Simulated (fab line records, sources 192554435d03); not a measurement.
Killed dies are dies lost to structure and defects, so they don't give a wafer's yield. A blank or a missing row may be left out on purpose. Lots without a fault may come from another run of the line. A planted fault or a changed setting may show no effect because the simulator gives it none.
Which tool did it? | flow n5_finfet | 9 lots, 27 wafers sampled, at 4 steps of a route of 1938

WHAT THE GAUGES READ, wafer by wafer
N5_STI_FIN_REVEAL_CD_MEAS_22: target cd 6.238 nm, pitch 28 nm.
lot  | measured    | on        | cd_nm (nm)
L831 | day 3 09:07 | cd_sem-01 | 6.3 6.4 6.4
L832 | day 3 15:01 | cd_sem-01 | 6.2 6.0 5.7
L837 | day 4 20:04 | cd_sem-02 | 6.7 5.8 6.2
L839 | day 5 10:08 | cd_sem-02 | 6.4 5.8 6.3
L840 | day 5 14:00 | cd_sem-02 | 6.3 5.6 6.7
L844 | day 6 12:52 | cd_sem-03 | 6.8 7.0 6.8
L847 | day 7 06:57 | cd_sem-01 | 6.6 6.7 6.5
L849 | day 7 18:19 | cd_sem-03 | 6.4 6.3 6.2
L850 | day 8 01:26 | cd_sem-01 | 6.5 6.2 6.5

WHICH TOOL RAN EACH LOT (tool, then ch and the chambers of the sampled wafers, then the start)
lot  | N5_STI_FIN_REVEAL_ALD_14         | N5_STI_FIN_REVEAL_ETCHBACK_08     | N5_STI_FIN_REVEAL_OXIDATION_31
L831 | ald_sin-03 ch 1,2, day 3 00:00   | rie_diel-01 ch 0,2, day 3 06:11   | plasma_asher-01 ch 0,1, day 3 08:37
L832 | ald_sin-03 ch 0,2,3, day 3 06:26 | rie_diel-01 ch 1,3, day 3 12:05   | plasma_asher-02 ch 0,1, day 3 14:29
L837 | ald_sin-03 ch 0,1,3, day 4 10:56 | rie_diel-01 ch 2,3, day 4 17:08   | plasma_asher-02 ch 0,1, day 4 19:32
L839 | ald_sin-04 ch 1,3, day 5 01:39   | rie_diel-01 ch 2,3, day 5 07:13   | plasma_asher-02 ch 0, day 5 09:38
L840 | ald_sin-03 ch 0,2,3, day 5 05:26 | rie_diel-01 ch 0,1, day 5 11:05   | plasma_asher-02 ch 0,1, day 5 13:29
L844 | ald_sin-03 ch 0,3, day 6 04:09   | rie_diel-06 ch 1,2,3, day 6 09:55 | plasma_asher-02 ch 0,1, day 6 12:22
L847 | ald_sin-04 ch 0,1,2, day 6 22:20 | rie_diel-04 ch 1,2,3, day 7 03:55 | plasma_asher-02 ch 0,1, day 7 06:19
L849 | ald_sin-01 ch 0,1,2, day 7 09:41 | rie_diel-06 ch 1,3, day 7 15:17   | plasma_asher-02 ch 0, day 7 17:47
L850 | ald_sin-01 ch 0,1,3, day 7 16:53 | rie_diel-04 ch 0,2,3, day 7 22:30 | plasma_asher-02 ch 0,1, day 8 00:55
- N5_STI_FIN_REVEAL_ALD_14: deposits Si3N4, target thk 3 nm.
- N5_STI_FIN_REVEAL_ETCHBACK_08: etches SiO2 in C4F6/O2, target depth 30.5 nm, time 10.167 s.
- N5_STI_FIN_REVEAL_OXIDATION_31: chemistry O2 PLASMA REMOTE, time 20 s.

THE ANSWER, worked out from the rows above alone
Rule: what is usual is taken from the lots themselves. Put in order of their means at a reading, lots are off if they are a third of the lots or fewer, leave a main group of 4 or more, and stand apart from it by a gap of 3 or more times the standard deviation of the main group's means; of several such gaps the widest counts. A main group whose means are all the same, to the digits that the tables above print for the reading, isn't used. A lot without any number at a reading at which 4 lots or more have one is off too. The other lots that the step has rows for count as sound.
No lot is off at any reading shown: from this, nothing can be told.

WHAT THE SIMULATOR HAD PUT IN
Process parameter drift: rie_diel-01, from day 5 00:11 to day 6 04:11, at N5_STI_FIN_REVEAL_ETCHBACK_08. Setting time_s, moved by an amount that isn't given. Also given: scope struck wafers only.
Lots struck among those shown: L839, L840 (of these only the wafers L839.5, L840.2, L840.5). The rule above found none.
